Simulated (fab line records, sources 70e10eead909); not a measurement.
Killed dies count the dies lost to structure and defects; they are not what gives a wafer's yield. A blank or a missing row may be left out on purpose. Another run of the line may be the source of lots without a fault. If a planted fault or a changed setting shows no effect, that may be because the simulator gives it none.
Chamber matching    flow nand harc    4 sister chambers for NHARC_P_CONTACT_CMP_01 on cmp-01
The step polishes SiO2, target thk 200 nm. 15 wafers are shown with their chamber, then 7 later ones without.

EACH WAFER AND ITS CHAMBER
wafer   chamber  motor current A (A)  retaining ring pressure frac
L630.1  1        11.0                 1.002
L630.2  0        11.9                 0.993
L630.5  1        11.5                 1.003
L633.2  2        11.7                 0.999
L633.3  0        11.5                 0.999
L633.5  1        10.4                 1.002
L632.2  2        11.2                 1.002
L632.4  0        12.0                 1.008
L632.5  0        11.8                 0.999
L634.4  3        11.8                 1.004
L634.5  3        11.8                 0.996
L634.6  2        11.4                 1.004
L639.2  0        11.6                 0.993
L639.3  3        12.2                 1.006
L639.6  3        11.9                 0.992

SIGNATURES (averages over the wafers above)
reading                       chamber 0  chamber 1  chamber 2  chamber 3  scatter within a chamber
motor current A               11.760     10.967     11.433     11.925     0.303
retaining ring pressure frac  0.99840    1.00233    1.00167    0.99950    0.00518
Rule: a wafer lies at a distance from a chamber equal to the root of the sum of squares, over the readings, of (its reading less the chamber's mean, divided by the reading's scatter). If the next closest chamber is less than 2 further off than the closest, the wafer can't be placed; otherwise it belongs to the closest. The scatter is the square root of a quotient: the sum, over the shown wafers, of each reading's squared deviation from its chamber's mean, divided by wafers minus chambers.

WAFERS WITHOUT THEIR CHAMBER
wafer   motor current A (A)  retaining ring pressure frac
L642.2  11.7                 0.994
L642.4  12.5                 1.002
L642.5  11.4                 1.000
L645.3  11.2                 1.005
L647.1  11.6                 0.992
L647.2  11.8                 1.001
L647.3  12.0                 1.000

EACH ONE'S CHAMBER
wafer   from the rows above                in truth
L642.2  can't be placed: 0 or 3 or 2       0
L642.4  can't be placed: 3 or 0 or 2       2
L642.5  can't be placed: 2 or 0 or 1 or 3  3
L645.3  can't be placed: 1 or 2 or 0 or 3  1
L647.1  can't be placed: 0 or 3 or 2 or 1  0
L647.2  can't be placed: 3 or 0 or 2       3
L647.3  can't be placed: 3 or 0 or 2       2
Placed correctly: 0 of 7. Cannot be placed on the basis of these rows: 7; the candidates contain the true chamber in 7. 0 placed wrongly.
